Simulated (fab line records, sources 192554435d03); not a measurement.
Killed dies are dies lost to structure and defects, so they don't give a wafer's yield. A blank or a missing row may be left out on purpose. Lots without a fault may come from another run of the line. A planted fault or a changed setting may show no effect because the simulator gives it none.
fab line records | flow n5_finfet
record lots=4 wafers=12 last_day=17
route steps=1938 shown BEOL_M3@1012 BEOL_M4@1021 PASSIVATION@1936
lots that met no fault: from a run of the same line without faults
start_h: hours from the record's first day to the start of the lot's first wafer shown | wait_h: hours since the lot's step before | " the same as in the row above | L1.1+2: a row that stands for several wafers | - no value, or no start given | * or withheld: withheld | < > ~ a bound
route shown NAME@n: a module of which the file shows steps, and the number in the route of the first | usual: mean/standard deviation of fault-free wafers | same: alike in all rows | chamber/n: place in a boat | sites: the reading at each site | _std_site: their standard deviation | _edge_site: outer sites' mean less inner sites' | radius_mm: how far each site lies from the wafer's centre | mask NAME#n: copy n | behind: the tool/chamber that last shaped the wafer | hold: why the lot was held/for how many hours/how that ended | device: the transistor (n, p or np) that didn't switch | end of line: the same wafers' tests at the end of the route | a step without rows: its recipe alone | killed: dies lost to structure and defects at the first sort, not the wafer's yield | map: a wafer's dies, x killed, . not, _ none there
set.NAME: the setting as run; set.NAME@STEP: as run at that earlier step | model.NAME: the simulator's own value behind a step, which no gauge read
lots at some steps of the route; a table a step, a row a wafer
services: from which hour (start_h, from the record's first day; less than 0 if before it) a tool's chamber was out of use, for how many hours, and why
## steps
# step N5_BEOL_M3_ANNEAL_51
# recipe temp_c=225 time_s=90 ambient=N2
# step N5_BEOL_M3_CMP_52
# recipe stop_on=SiOC t_overpolish_s=6.8 down_force_psi=1 platen_rpm=50 clearing_platen_down_force_psi=1.5 clearing_platen_rpm=50 post_cmp_clean=cu_alkaline target_thk_nm=40 clearing_platen_pad_velocity_m_s=0.99484 pad_velocity_m_s=0.99484
# step N5_BEOL_M3_PRE_CLEAN_60
# recipe gas=NH3/H2 time_s=15 temp_c=* rf_power_w=300
# step N5_BEOL_M3_CO_CAP_55
# recipe material=Co target_thk_a=20 temp_c=200 precursor=CCTBA/H2 pressure_torr=30 time_s=102.1
# step N5_BEOL_M3_PRE_CLEAN_56
# recipe gas=NH3 time_s=15 temp_c=withheld rf_power_w=300
# step N5_BEOL_M3_DEP_57
# recipe material=SiCN target_thk_a=80 temp_c=withheld precursor=3MS/NH3 pressure_torr=3 rf_w=202 time_s=14
# step N5_BEOL_M4_ILD_DEP_00
# recipe material=SiOC target_thk_a=790 temp_c=350 precursor=DEMS/O2 pressure_torr=5 rf_w=500 time_s=15.3
# step N5_BEOL_M4_PECVD_72
# recipe material=SiO2 target_thk_a=160 temp_c=400 precursor=TEOS/O2 pressure_torr=5.5 rf_w=450 teos_flow_sccm=53.8 gas=O2 flow_sccm=3000 time_s=18
# step N5_BEOL_M4_HM_DEP_02
# recipe material=TiN target_thk_a=200 temp_c=25 chamber_pressure_pa=0.49996
# usual throttle_valve_pct=29.9/0.61
# columns lot.wafer tool chamber start_h wait_h throttle_valve_pct model.TiN_of_BEOL_M4_HM_DEP_02.thk_nm
L339.1 pvd_sputter-03 - 193.31 1.7 29.1 20
L339.5 " - " " 29.3 19.8
L339.6 " - " " 30.5 19.8
L340.2 pvd_sputter-03 - 193.95 0.5 29.1 14.8
L340.5 " - " " 30.0 19.8
L340.6 " - " " 28.8 20
L342.2 pvd_sputter-03 - 202.06 0.1 29.5 15
L342.3 " - " " 29.3 20.2
L342.4 " - " " 29.3 20.2
L356.1 pvd_sputter-03 - 290.29 1.1 29.8 20
L356.2 " - " " 29.0 20
L356.3 " - " " 30.4 20
# step N5_BEOL_M4_COAT_61
# recipe resist=SOC temp_c=250 time_s=60 spin_rpm=1500 resist_thk_nm=60
# step N5_BEOL_M4_COAT_62
# recipe resist=SiARC temp_c=220 time_s=60 spin_rpm=1500 resist_thk_nm=12
# step N5_BEOL_M4_COAT_73
# recipe resist=underlayer temp_c=205 time_s=60 spin_rpm=1500 resist_thk_nm=5
# step N5_BEOL_M4_COAT_05
# recipe resist=CAR-EUV spin_rpm=1500 resist_thk_nm=30
# step N5_BEOL_M4_EBR_07
# recipe solvent=PGMEA ebr_width_mm=1.5
# step N5_BEOL_M4_SOFTBAKE_06
# recipe temp_c=110 time_s=60 resist=CAR-EUV
# step N5_BEOL_M4_EXPOSE_08
# recipe mask_id=M4 na=0.33 source_shape=dipole sigma_inner=0.369 sigma_outer=0.767 polarization=unpolarized dose_mj=41.25
# step N5_BEOL_M4_PEB_09
# recipe peb_temp_c=100 peb_time_s=60 resist=CAR-EUV
# step N5_BEOL_M4_DEVELOP_10
# recipe develop_time_s=30 developer=TMAH resist=CAR-EUV rinse_liquid=surfactant_rinse dry=air_spin dev_temp_c=23
# step N5_BEOL_M4_DESCUM_16
# recipe chemistry=O2 time_s=7 source_power_w=50 bias_power_w=20 pressure_mtorr=20 rf_frequency_hz=2.712e+07 temp_c=40 resist=CAR-EUV o2_flow_sccm=225
# step N5_BEOL_M4_ETCH_74
# recipe chemistry=N2/H2 target=underlayer target_depth_a=65 mask_material=CAR-EUV time_s=5.2 ion_energy_ev=200 pressure_mtorr=30 source_w=840 bias_w=150 n2_flow_sccm=200 h2_flow_sccm=200 ends=cleared
# step N5_BEOL_M4_ETCH_63
# recipe chemistry=CF4 target=SiARC target_depth_a=156 mask_material=CAR-EUV time_s=26 ion_energy_ev=80 pressure_mtorr=40 source_w=545 bias_w=36 Ar_flow_sccm=100 cf4_flow_sccm=100 ends=cleared
# step N5_BEOL_M4_ETCH_64
# recipe chemistry=N2/H2 target=SOC target_depth_a=750 overetch_a=225 mask_material=SiARC temp_c=40 time_s=121.9 ion_energy_ev=200 pressure_mtorr=30 source_w=840 bias_w=150 n2_flow_sccm=200 h2_flow_sccm=200
# step N5_BEOL_M4_STRIP_65
# recipe chemistry=N2/H2 temp_c=40 n2_flow_sccm=200 h2_flow_sccm=200 rf_frequency_hz=6e+07
# step N5_BEOL_M4_STRIP_75
# recipe chemistry=N2/H2 temp_c=40 n2_flow_sccm=200 h2_flow_sccm=200 rf_frequency_hz=6e+07
# step N5_BEOL_M4_STRIP_66
# recipe chemistry=CF4 resist=SiARC power_w=300 bias_power_w=75 pressure_mtorr=50 cf4_flow_sccm=150 rf_frequency_hz=6e+07
# step N5_BEOL_M4_HM_OPEN_17
# recipe chemistry=Cl2/BCl3 target_depth_a=200 overetch_a=60 target=TiN mask_material=SOC ion_energy_ev=150 pressure_mtorr=10 icp_w=1000 bias_w=126 Cl2_flow_sccm=53.25 bcl3_flow_sccm=21.75 Ar_flow_sccm=25
# usual drypump_motor_current_A=5.7/0.58 mfc_ar_sccm=25.00/0.079 mfc_cl2_sccm=53.27/0.17 oes_product_au=0.64/0.1 throttle_valve_pct=22.10/0.23
# columns lot.wafer tool chamber start_h wait_h drypump_motor_current_A mfc_ar_sccm mfc_cl2_sccm oes_product_au rf_hours_counter_h throttle_valve_pct model.etch.depth_nm
L339.1 rie_metal-02 0 194.25 0.0 5.6 25.07 53.36 0.54 119 21.88 19.99
L339.5 " 1 " " 5.3 25.07 53.40 0.71 - 22.07 19.75
L339.6 " 0 " " 5.6 25.01 53.32 0.54 - 21.90 19.77
L340.2 rie_metal-01 1 195.00 0.1 5.2 25.00 53.02 0.43 - 22.43 14.79
L340.5 " 1 " " 5.2 25.07 53.14 0.50 - 22.27 19.82
L340.6 " 1 " " 5.2 24.92 53.26 0.51 - 22.26 19.92
L342.2 rie_metal-02 0 202.95 0.0 5.6 24.97 53.38 0.46 121 22.06 15.08
L342.3 " 0 " " 5.6 25.08 53.17 0.54 - 21.91 20.2
L342.4 " 1 " " 5.4 24.91 53.47 0.71 - 22.04 20.21
L356.1 rie_metal-01 1 291.08 0.0 5.2 25.03 53.11 0.78 5 22.10 19.99
L356.2 " 0 " " 6.8 24.85 53.46 0.66 43 21.86 19.98
L356.3 " 0 " " 6.8 24.93 53.38 0.65 - 21.86 19.92
# step N5_BEOL_M4_STRIP_19
# recipe chemistry=O2 power_w=400 temp_c=40 pressure_mtorr=30 rf_frequency_hz=6e+07 bias_power_w=0 overash_fraction=0.2 o2_flow_sccm=225
# step N5_BEOL_M4_COAT_67
# recipe resist=SOC temp_c=250 time_s=60 spin_rpm=1500 resist_thk_nm=60
# step N5_BEOL_M4_COAT_68
# recipe resist=SiARC temp_c=220 time_s=60 spin_rpm=1500 resist_thk_nm=12
# step N5_BEOL_M4_COAT_76
# recipe resist=underlayer temp_c=205 time_s=60 spin_rpm=1500 resist_thk_nm=5
# step N5_BEOL_M4_COAT_22
# recipe resist=CAR-EUV spin_rpm=1500 resist_thk_nm=30
# step N5_BEOL_M4_EBR_24
# recipe solvent=PGMEA ebr_width_mm=1.5
# step N5_BEOL_M4_SOFTBAKE_23
# recipe temp_c=110 time_s=60 resist=CAR-EUV
# step N5_BEOL_M4_EXPOSE_25
# recipe mask_id=V3 na=0.33 source_shape=quasar sigma_inner=0.2 sigma_outer=0.8 polarization=unpolarized defocus_nm=5 dose_mj=63
# step N5_BEOL_M4_TRENCH_ETCH_37
# recipe chemistry=C4F6/O2 target_depth_a=555.55 target=SiOC time_s=29.2 ion_energy_ev=250 pressure_mtorr=30 source_w=355 bias_w=185 Ar_flow_sccm=300 C4F6_flow_sccm=10 O2_flow_sccm=10
# usual drypump_motor_current_A=5.8/0.34 mfc_ar_sccm=300.1/0.81 oes_product_au=0.84/0.094 rf_vpp_V=665/7 showerhead_plenum_p_Torr=2.86/0.097 throttle_valve_pct=20.88/0.25
# columns lot.wafer tool chamber start_h wait_h drypump_motor_current_A mfc_ar_sccm oes_product_au rf_hours_counter_h rf_vpp_V showerhead_plenum_p_Torr throttle_valve_pct model.TiN_of_BEOL_M4_HM_DEP_02.thk_nm
L339.1 rie_diel-05 0 - - 5.8 300.1 0.83 65 668 2.99 21.21 17.6
L339.5 " 2 " " 6.0 300.3 0.68 - 657 2.91 21.19 17.4
L339.6 " 3 " " 5.7 299.3 0.91 - 659 2.79 20.70 17.4
L340.2 rie_diel-02 1 - - 5.6 301.2 0.94 12 678 2.80 20.60 12.4
L340.5 " 2 " " 5.7 299.2 0.76 - 652 2.74 21.13 17.4
L340.6 " 1 " " 5.6 301.0 0.94 - 678 2.80 20.60 17.6
L342.2 rie_diel-02 2 - - 5.7 299.7 0.75 144 653 2.74 21.13 12.8
L342.3 " 3 " " 6.6 300.5 0.78 105 665 2.99 20.74 17.8
L342.4 " 0 " " 6.1 301.2 0.92 20 667 2.79 20.66 17.8
L356.1 rie_diel-05 1 - - 5.4 300.8 0.89 42 667 2.79 20.78 17.6
L356.2 " 2 " " 6.0 301.4 0.91 11 658 2.90 20.84 17.6
L356.3 " 0 " " 5.8 299.5 0.79 98 666 2.98 21.24 17.6
# step N5_BEOL_M4_RC_MEAS_101
# usual DIBL_N=36.1/1.3 DIBL_P=36.3/1.4 IOFF_N=0.162/0.024 IOFF_P=0.22/0.033 ION_N=674/9.9 ION_P=464/7.6 SS_N=71.6/0.53 SS_P=73.4/0.55 VT_N=249.4/2.9 VT_P=-249/3.3
# columns lot.wafer tool chamber start_h wait_h DIBL_N[mV/V] DIBL_P[mV/V] IOFF_N[nA/um] IOFF_P[nA/um] ION_N[uA/um] ION_P[uA/um] SS_N[mV/dec] SS_P[mV/dec] VT_N[mV] VT_P[mV]
L339.1 prober-02 0 202.17 0.0 37.2 36.8 0.172 0.26 677 469 72.3 72.6 247.0 -245
L339.5 " 0 " " 36.5 35.2 0.145 0.22 666 463 71.0 72.9 250.4 -251
L339.6 " 0 " " 37.2 36.5 0.167 0.25 672 463 71.6 73.5 246.2 -245
L340.2 prober-01 0 202.52 0.2 35.5 35.6 0.145 0.19 678 461 70.9 73.0 250.5 -251
L340.5 " 0 " " 37.0 37.0 0.162 0.21 674 457 71.1 73.1 250.7 -252
L340.6 " 0 " " 36.5 37.6 0.170 0.22 672 453 71.4 73.5 249.2 -252
L342.2 prober-02 0 209.99 0.2 36.7 35.0 0.158 0.23 681 470 71.5 73.5 248.1 -248
L342.3 " 0 " " 37.6 36.7 0.177 0.25 672 465 71.6 73.7 249.4 -249
L342.4 " 0 " " 39.3 38.3 0.219 0.30 685 473 72.2 74.7 245.5 -243
L356.1 prober-01 0 296.55 0.0 33.6 33.1 0.115 0.16 665 459 70.3 73.1 253.6 -253
L356.2 " 0 " " 35.7 35.7 0.151 0.20 678 466 71.5 73.4 251.3 -249
L356.3 " 0 " " 34.9 35.3 0.137 0.19 663 459 70.6 73.3 252.7 -253
# step N5_PASSIVATION_PROBE_49
# usual defect_limited_yield=91.1/1.5 killed_at_M0_to_M3=36/11 killed_at_M4_up=13/5 killed_at_contacts=13/5 killed_at_front_end=40/12 killed_at_other=3.3/2.3 killed_dies=106/17 killed_on_rim=13/3.7 killed_open=70/13 killed_short=34/7.6 sort_bin_5_function=5.3/0.96 sort_bin_6_memory=3.3/0.66 sort_n_pass=1074/17 sort_yield_pct=91.1/1.5
# same gross_dies=1180 killed_at_back_side=0 sort_bin_4_leakage[%]=0 sort_bin_8_speed[%]=0
# columns lot.wafer tool chamber start_h wait_h defect_limited_yield[%] killed_at_M0_to_M3 killed_at_M4_up killed_at_contacts killed_at_front_end killed_at_other killed_dies killed_on_rim killed_open killed_short sort_bin_5_function[%] sort_bin_6_memory[%] sort_n_pass sort_yield_pct[%]
L339.6 prober-01 - 298.96 0.3 90.8 50 9 12 34 3 108 14 72 36 6.2 2.9 1072 90.8
# killed by level:class
L339.6 BEOL_M0_SAQP:geometric_particle:short=17 MOL_CONTACT_COAG:geometric_particle:open=10 BEOL_M0_SAQP:geometric_particle:open=8 BEOL_M3:geometric_particle:open=8 GATE_CUT:geometric_particle:open=7 BEOL_M1:geometric_particle:open=7 BEOL_M2:geometric_particle:open=7 FIN_SAQP:geometric_particle:open=5
## services
# columns tool chamber start_h hours kind
rie_metal-01 0 192.64 4.8 repair
rie_metal-01 - 199.62 14.6 pm
rie_diel-05 - 202.85 11.3 repair
rie_metal-01 1 214.22 - clean
rie_metal-01 1 214.22 24.1 scheduled_down
rie_metal-01 1 214.22 24.1 vent_cycle
rie_diel-02 2 225.20 7.3 repair
rie_diel-05 2 242.36 - clean
rie_diel-05 2 242.36 - consumable_replace:focus_ring
rie_diel-05 2 242.36 19.9 scheduled_down
rie_diel-05 2 242.36 19.9 vent_cycle
rie_metal-02 0 249.36 7.9 repair
rie_metal-01 - 251.04 0.7 repair
rie_metal-02 0 259.28 - clean
rie_metal-02 0 259.28 24.8 scheduled_down
rie_metal-02 0 259.28 24.8 vent_cycle
rie_diel-02 0 279.12 2.5 repair
## key
first_sign none at tools or gauges
model_effect step=N5_BEOL_M4_HM_DEP_02 value=TiN_of_BEOL_M4_HM_DEP_02.thk_nm without=19.9 struck=14.9
model_effect step=N5_BEOL_M4_HM_OPEN_17 value=etch.depth_nm without=19.92 struck=14.93
model_effect step=N5_BEOL_M4_TRENCH_ETCH_37 value=TiN_of_BEOL_M4_HM_DEP_02.thk_nm without=17.6 struck=12.6
met_at N5_BEOL_M4_HM_DEP_02
struck_wafers L340.2,L342.2
onset_between 193.31 193.95
fault kind=process_parameter_drift tool=pvd_sputter-03 chamber=- onset_h=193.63 steps=N5_BEOL_M4_HM_DEP_02 channel=target_thk_a offset=* shape=step end_h=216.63 scope=struck_wafers_only acts_in=* stated=*
